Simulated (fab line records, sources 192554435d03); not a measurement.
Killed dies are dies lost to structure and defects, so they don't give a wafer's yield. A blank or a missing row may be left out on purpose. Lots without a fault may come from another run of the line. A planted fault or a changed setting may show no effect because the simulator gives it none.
Which tool did it? | flow n5_finfet | 12 lots, 36 wafers sampled, at 6 steps of a route of 1938

WHAT THE GAUGES READ, wafer by wafer
N5_BEOL_M2_THK_MEAS_53: measures by xrf.
lot  | measured     | on            | M2_THK (nm)
L075 | day 7 13:01  | film_metro-02 | 39.8 39.9 38.0
L077 | day 8 09:15  | film_metro-01 | 41.3 41.2 41.4
L079 | day 8 07:31  | film_metro-01 | 41.6 40.8 41.7
L080 | day 9 12:44  | film_metro-01 | 42.3 41.8 42.6
L082 | day 10 07:43 | film_metro-01 | 42.1 41.7 42.5
L085 | day 10 14:05 | film_metro-02 | 42.5 40.2 41.2
L087 | day 10 15:22 | film_metro-02 | 40.0 40.1 40.3
L088 | day 11 06:46 | film_metro-02 | 39.3 39.4 38.9
L091 | day 11 13:02 | film_metro-01 | 41.9 41.7 41.9
L093 | day 12 10:51 | film_metro-02 | 42.0 41.5 41.9
L095 | day 13 08:40 | film_metro-02 | 43.4 42.3 41.8
L097 | day 14 02:16 | film_metro-01 | 41.3 38.9 38.5

WHICH TOOL RAN EACH LOT (tool, then ch and the chambers of the sampled wafers, then the start)
lot  | N5_BEOL_M1_ALD_84                   | N5_BEOL_M1_ANNEAL_95         | N5_BEOL_M2_STRIP_97                           | N5_BEOL_M2_SPUTTER_48        | N5_BEOL_M2_ANNEAL_82
L075 | ald_metal-02 ch 0,2,3, day 6 19:53  | pvd_sputter-01, day 6 21:58  | rie_diel-04 ch 0,2,3, day 7 10:10 or earlier  | pvd_sputter-03, day 7 10:10  | pvd_sputter-03, day 7 10:41
L077 | ald_metal-03 ch 0,3, day 7 01:59    | pvd_sputter-03, day 7 04:31  | rie_diel-04 ch 0,1,2, day 8 06:42 or earlier  | pvd_sputter-03, day 8 06:42  | pvd_sputter-03, day 8 07:13
L079 | ald_metal-03 ch 0,1, day 7 12:18    | pvd_sputter-02, day 7 14:40  | rie_diel-01 ch 2,3, day 8 04:55 or earlier    | pvd_sputter-01, day 8 04:55  | pvd_sputter-01, day 8 05:26
L080 | ald_metal-02 ch 0,1,3, day 8 13:49  | pvd_sputter-02, day 8 16:28  | rie_diel-01 ch 0,1,3, day 9 10:12 or earlier  | pvd_sputter-02, day 9 10:12  | pvd_sputter-02, day 9 10:43
L082 | ald_metal-02 ch 0,2,3, day 8 17:06  | pvd_sputter-03, day 8 19:25  | rie_diel-01 ch 0,2,3, day 10 03:10 or earlier | pvd_sputter-01, day 10 03:10 | pvd_sputter-01, day 10 03:41
L085 | ald_metal-03 ch 0,3, day 9 13:53    | pvd_sputter-03, day 9 16:12  | rie_diel-04 ch 1,2,3, day 10 10:55 or earlier | pvd_sputter-02, day 10 10:55 | pvd_sputter-02, day 10 11:26
L087 | ald_metal-02 ch 0,1,3, day 9 23:28  | pvd_sputter-01, day 10 01:47 | rie_diel-01 ch 1,2, day 10 12:49 or earlier   | pvd_sputter-01, day 10 12:49 | pvd_sputter-01, day 10 13:20
L088 | ald_metal-02 ch 2,3, day 10 06:59   | pvd_sputter-01, day 10 09:20 | rie_diel-03 ch 0,3, day 11 04:13 or earlier   | pvd_sputter-03, day 11 04:13 | pvd_sputter-03, day 11 04:44
L091 | ald_metal-02 ch 0,2,3, day 10 20:39 | pvd_sputter-02, day 11 00:19 | rie_diel-04 ch 0,1,2, day 11 07:49 or earlier | pvd_sputter-03, day 11 07:49 | pvd_sputter-03, day 11 08:20
L093 | ald_metal-02 ch 0,1,3, day 11 16:01 | pvd_sputter-02, day 11 18:11 | rie_diel-01 ch 1,2,3, day 12 06:36 or earlier | pvd_sputter-02, day 12 06:36 | pvd_sputter-02, day 12 07:07
L095 | ald_metal-04 ch 1,2,3, day 12 05:10 | pvd_sputter-01, day 12 07:47 | rie_diel-04 ch 0,3, day 13 05:32 or earlier   | pvd_sputter-03, day 13 05:32 | pvd_sputter-03, day 13 06:03
L097 | ald_metal-03 ch 0,2, day 13 03:43   | pvd_sputter-01, day 13 05:52 | rie_diel-01 ch 0,1,2, day 13 23:43 or earlier | pvd_sputter-03, day 13 23:43 | pvd_sputter-03, day 14 00:14
- N5_BEOL_M1_ALD_84: deposits TaN, pulse time 2 s, purge time 3 s, co reactant purge time 2 s.
- N5_BEOL_M1_ANNEAL_95: time 240 s.
- N5_BEOL_M2_STRIP_97: strips in N2/H2, time 10 s.
- N5_BEOL_M2_SPUTTER_48: material Cu, target thk 4.5 nm, time 8.29 s.
- N5_BEOL_M2_ANNEAL_82: time 240 s.

THE ANSWER, worked out from the rows above alone
Rule: what is usual is taken from the lots themselves. Put in order of their means at a reading, lots are off if they are a third of the lots or fewer, leave a main group of 4 or more, and stand apart from it by a gap of 3 or more times the standard deviation of the main group's means; of several such gaps the widest counts. A main group whose means are all the same, to the digits that the tables above print for the reading, isn't used. A lot without any number at a reading at which 4 lots or more have one is off too. The other lots that the step has rows for count as sound.
No lot is off at any reading shown: from this, nothing can be told.

WHAT THE SIMULATOR HAD PUT IN
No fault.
